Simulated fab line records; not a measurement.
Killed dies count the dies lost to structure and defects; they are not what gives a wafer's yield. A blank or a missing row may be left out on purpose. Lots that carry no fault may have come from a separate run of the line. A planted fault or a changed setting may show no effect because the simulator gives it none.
A lot that was struck, set against a sound lot -- flow nand_harc -- 14 steps out of a route of 1302
Sound: these wafers, L507.2, L507.3, L507.6. Struck: wafer L505.6. (L505.1, L505.4 of the same lot were not struck and are left out.) The cause comes at the end.
Order at every step that has rows: each side's tool, ch and its chambers, its first start. Under that, the readings that differ: sound wafers -- struck wafers -- difference of the means -- sigmas: that difference in standard deviations of wafers without a fault.
alike: a reading whose means differ by less than 2 such deviations, as well as words and numbers matching on both sides. not compared: withheld readings; readings where some wafer has no value; bounds like >300 that might hide an equal value; numbers whose values overlap and for which the record gives no deviation.
The two part at a step that has a row with sigmas, a row that says differs or no value, or rows on one side only. When numbers do not overlap yet have no deviation, they are printed without sigmas and do not part them. A reading missing from all wafers of one side parts the sides only when that side holds two or more wafers.

first, 4 steps without rows for these wafers: NHARC_A_STAIRCASE_EXPOSE_247 (exposes mask SDS 1); NHARC_A_STAIRCASE_PEB_248 (peb time 130 s); NHARC_A_STAIRCASE_DEVELOP_249 (time 140 s); NHARC_A_STAIRCASE_HARDBAKE_251 (time 140 s).
NHARC_A_STAIRCASE_DESCUM_252: chemistry O2, time 3 s.
  sound on rie_diel-05 ch 0,1,3, day 22 05:10; struck on rie_diel-05 ch 0, day 20 18:51
  alike: chamber_pressure_mTorr, drypump_motor_current_A, o2_flow_sccm, oes_product_au, rf_vpp_V, showerhead_plenum_p_Torr, throttle_valve_pct
  not compared: rf_hours_counter_h
NHARC_A_STAIRCASE_ETCH_253: etches the open film in C4F8/O2, target depth 50 nm, time 20.2 s.
  sound on rie_diel-05 ch 1,2,3, day 22 05:14; struck on rie_diel-05 ch 1, day 20 18:55
  alike: chamber_pressure_mTorr, oes_product_au, rf_vpp_V
  not compared: rf_hours_counter_h
NHARC_A_STAIRCASE_STRIP_254: strips in O2.
  sound on plasma_asher-02 ch 0,1, day 22 05:22; struck on plasma_asher-02 ch 0, day 20 19:04
  alike: drypump_motor_current_A, heater_power_w
  not compared: rf_hours_counter_h
then, 3 steps without rows for these wafers: NHARC_A_STAIRCASE_STRIP_255 (strips in SPM, time 900 s); NHARC_A_STAIRCASE_PRECLEAN_256 (cleans in SC1); NHARC_A_STAIRCASE_SRD_257.
NHARC_A_STAIRCASE_HM_DEP_456: deposits aC, target thk 3100 nm.
  sound on acl_dep-03 ch 0, day 22 06:27; struck on acl_dep-02 ch 0, day 20 20:05
  alike: throttle_valve_pct
NHARC_A_STAIRCASE_DEP_259: deposits SiON, target thk 30 nm.
  sound on pecvd-04 ch 0,1,2, day 22 08:01; struck on pecvd-01 ch 0, day 20 22:00
reading,sound,struck,difference,sigmas
rf_fwd_power_W (W),348.6 348.7 348.7,206.3,-142.4,-99 or more
showerhead_vpp_V (V),1119 1159 1199,909,-250,-6
  alike: heater_power_w
then, 2 steps without rows for these wafers: NHARC_A_STAIRCASE_DEHYDRATE_260 (time 120 s); NHARC_END_SORT_01.

== WHERE THEY PART ==
NHARC_A_STAIRCASE_DEP_259 only, going by this record.

WHY: what had been put in by the simulator
pecvd-01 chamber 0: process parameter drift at NHARC_A_STAIRCASE_DEP_259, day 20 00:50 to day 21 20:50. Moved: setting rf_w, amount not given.
